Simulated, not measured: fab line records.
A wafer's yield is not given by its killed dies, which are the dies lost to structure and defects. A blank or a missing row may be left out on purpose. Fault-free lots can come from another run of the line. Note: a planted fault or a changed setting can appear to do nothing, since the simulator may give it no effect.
Chamber matching	flow nand_harc	rie_diel-06 running NHARC_P_ZERO_WELL_DESCUM_13: 4 sister chambers
The step chemistry O2, time 3 s. 4 wafers are shown with their chamber, then 7 later ones without.

WAFERS WITH THEIR CHAMBER
wafer	chamber	drypump_motor_current_A (A)
L244.3	2	4.9
L248.2	3	5.4
L248.4	0	5.4
L259.5	1	5.3

WAFERS MISSING THEIR CHAMBER
wafer	drypump_motor_current_A (A)
L259.6	4.9
L261.1	5.2
L261.5	4.9
L261.6	5.4
L262.1	5.4
L262.3	4.9
L262.5	5.2

EACH ONE'S CHAMBER
wafer	from the rows above	in truth
L259.6	2	2
L261.1	can't be placed: 1 or 0 or 3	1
L261.5	2	2
L261.6	can't be placed: 0 or 3 or 1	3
L262.1	can't be placed: 0 or 3 or 1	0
L262.3	2	2
L262.5	can't be placed: 1 or 0 or 3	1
3 of 7 placed correctly. These rows do not allow placing 4 (true chamber among the candidates in 4). 0 placed wrongly.
How it was worked out, from the rows above alone: a wafer's distance from a chamber is the root of the sum, over the readings, of the square of ((its reading less the chamber's mean) divided by the reading's scatter). If the next closest chamber is less than 2 further off than the closest, the wafer can't be placed; otherwise it belongs to the closest. Each chamber's mean is taken over the wafers shown for it. The scatter: with one shown wafer a chamber, the root of the mean of the squares of how far each hidden wafer lies from its nearest shown one.
